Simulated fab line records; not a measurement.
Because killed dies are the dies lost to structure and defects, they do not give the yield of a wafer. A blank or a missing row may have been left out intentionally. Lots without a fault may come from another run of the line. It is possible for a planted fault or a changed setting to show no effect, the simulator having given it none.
Struck lot and sound lot, side by side | flow nand_harc | 14 out of 1302 route steps
Sound: the wafers L590.1, L590.2, L590.4. Struck: wafer L591.4 (left out: L591.2, L591.6 of the same lot, which were not struck); the cause appears at the end.
Per side, at each step with rows, come the tool, then ch with its chambers, and then its first start. Under that, the readings that differ: sound wafers | struck wafers | difference of the means | sigmas: that difference in standard deviations of wafers without a fault.
alike: readings with means less than 2 such deviations apart, plus words and numbers identical on both sides. not compared: withheld readings, readings lacking a value on some wafer, bounds such as >300 that could conceal the same value, and numbers that have no deviation in the record and whose values overlap.
A row with sigmas, a row that says differs or no value, or rows on one side alone: a step with any of these is where the two part. Non-overlapping numbers with no deviation appear without sigmas and do not part them. A reading missing from all wafers of one side parts the sides only when that side holds two or more wafers.

first, 1 step without rows for these wafers: NHARC_A_STAIRCASE_HARDBAKE_311 (time 140 s).
NHARC_A_STAIRCASE_DESCUM_312: chemistry O2, time 3 s.
  sound on rie_diel-01 ch 0,2,3, day 19 18:11; struck on rie_diel-06 ch 3, day 19 21:23
  reading                | sound    | struck | difference | sigmas
  rf_hours_counter_h (h) | 20 17 19 | 53     | +34        |
  alike: drypump_motor_current_A, oes_product_au, rf_vpp_V, showerhead_plenum_p_Torr, throttle_valve_pct
then, 1 step without rows for these wafers: NHARC_A_STAIRCASE_ETCH_313 (etches the open film in CF4/CHF3).
NHARC_A_STAIRCASE_HM_OPEN_463: chemistry O2/COS.
  sound on rie_diel-01 ch 1,2,3; struck on rie_diel-06 ch 1
  reading                | sound    | struck | difference | sigmas
  rf_hours_counter_h (h) | 17 17 19 | 52     | +34        |
  alike: drypump_motor_current_A, oes_product_au, rf_vpp_V, showerhead_plenum_p_Torr, throttle_valve_pct
then, 1 step without rows for these wafers: NHARC_A_STAIRCASE_STRIP_464 (strips in O2/COS).
NHARC_A_STAIRCASE_ETCH_453: etches the open film in CF4/O2, target depth 30 nm, overetch 3 nm, time 16.5 s.
  sound on rie_diel-01 ch 0,1,3; struck on rie_diel-06 ch 1
  reading                | sound             | struck | difference | sigmas
  rf_hours_counter_h (h) | 17 19 20          | 52     | +33        |
  rf_vpp_V (V)           | 197.5 196.2 196.2 | 199.9  | +3.3       | +3
  alike: drypump_motor_current_A, oes_product_au, showerhead_plenum_p_Torr, throttle_valve_pct
NHARC_A_STAIRCASE_ETCH_315: etches the open film in C4F8/O2/Ar, target depth 2500 nm, time 607.1 s.
  sound on rie_diel-01 ch 0,1,2; struck on rie_diel-06 ch 2
  reading                | sound    | struck | difference | sigmas
  rf_hours_counter_h (h) | 18 17 20 | 51     | +33        |
  alike: oes_product_au, rf_vpp_V
then, 4 steps without rows for these wafers: NHARC_A_STAIRCASE_STRIP_316 (strips in O2); NHARC_A_STAIRCASE_STRIP_317 (strips in SPM, time 900 s); NHARC_A_STAIRCASE_PRECLEAN_318 (cleans in SC1); NHARC_A_STAIRCASE_SRD_329.
NHARC_A_STAIRCASE_ALD_415: deposits SiO2, target thk 30 nm, pulse time 6 s, ald cycles 300.
  sound on ald_hk-02 ch 1,2,3, day 19 20:16; struck on ald_hk-02 ch 2, day 19 23:29
  reading    | sound       | struck | difference | sigmas
  ald_cycles | 300 300 300 | 358    | +58        |
  alike: heater_power_w, precursor_pulse_height_rel
NHARC_A_STAIRCASE_ETCHBACK_416: etches the open film in C4F8/O2/Ar, target depth 36 nm, time 7.2 s.
  sound on rie_diel-01 ch 0,2,3; struck on rie_diel-06 ch 3
  reading                | sound    | struck | difference | sigmas
  rf_hours_counter_h (h) | 21 20 18 | 56     | +36        |
  alike: oes_product_au, rf_vpp_V
-- the record jumps here: 7 days lie between the struck wafers' starts before and after (it left off in module A_STAIRCASE and takes up again in module END, whose first step shown is number 1302 of the route) --
NHARC_END_SORT_01:
  only the struck wafers appear in the record here, on prober-02 ch 0 at day 27 08:28; the sound ones have no rows

WHERE THEY PART
At NHARC_A_STAIRCASE_ETCH_453 first; at NHARC_END_SORT_01 last (within this record only).

WHY: whatever the simulator had introduced
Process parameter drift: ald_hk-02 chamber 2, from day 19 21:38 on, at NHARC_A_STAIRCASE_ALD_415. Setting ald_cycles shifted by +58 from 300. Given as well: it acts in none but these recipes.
